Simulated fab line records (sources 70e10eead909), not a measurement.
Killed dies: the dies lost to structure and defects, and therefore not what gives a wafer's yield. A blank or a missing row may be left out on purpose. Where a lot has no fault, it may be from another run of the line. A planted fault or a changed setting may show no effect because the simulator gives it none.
Chamber matching ; flow nandHarc ; cmp-02 running NHARC_A_STAIRCASE_CMP_472: 4 sister chambers
The step polishes SiO2. 4 wafers are shown with their chamber, then 7 later ones without.

WAFERS WITH THEIR CHAMBER
wafer;chamber;motorCurrentA (A)
L082.6;0;13.8
L085.5;1;11.1
L085.1;3;12.3
L085.2;2;9.9

WAFERS WITHOUT THEIR CHAMBER
wafer;motorCurrentA (A)
L085.3;13.4
L091.1;11.6
L091.3;12.4
L091.4;10.4
L094.1;14.0
L094.5;10.9
L094.6;9.3

CHAMBER TAKEN BY EACH
wafer;from the rows above;in truth
L085.3;can't be placed: 0 or 3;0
L091.1;can't be placed: 1 or 3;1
L091.3;3;3
L091.4;can't be placed: 2 or 1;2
L094.1;0;0
L094.5;1;1
L094.6;2;2
Correctly placed: 4 of 7. These rows do not allow placing 3 (true chamber among the candidates in 3). 0 placed wrongly.
How it was worked out, from the rows above alone: a wafer's distance from a chamber is the root of the sum, over the readings, of the square of ((its reading less the chamber's mean) divided by the reading's scatter). The wafer belongs to the nearest chamber; if the next one is less than 2 further off, it can't be placed. Each chamber's mean is taken over the wafers shown for it. The scatter: root of mean squared gap, hidden wafer to nearest shown wafer, with one shown wafer a chamber.
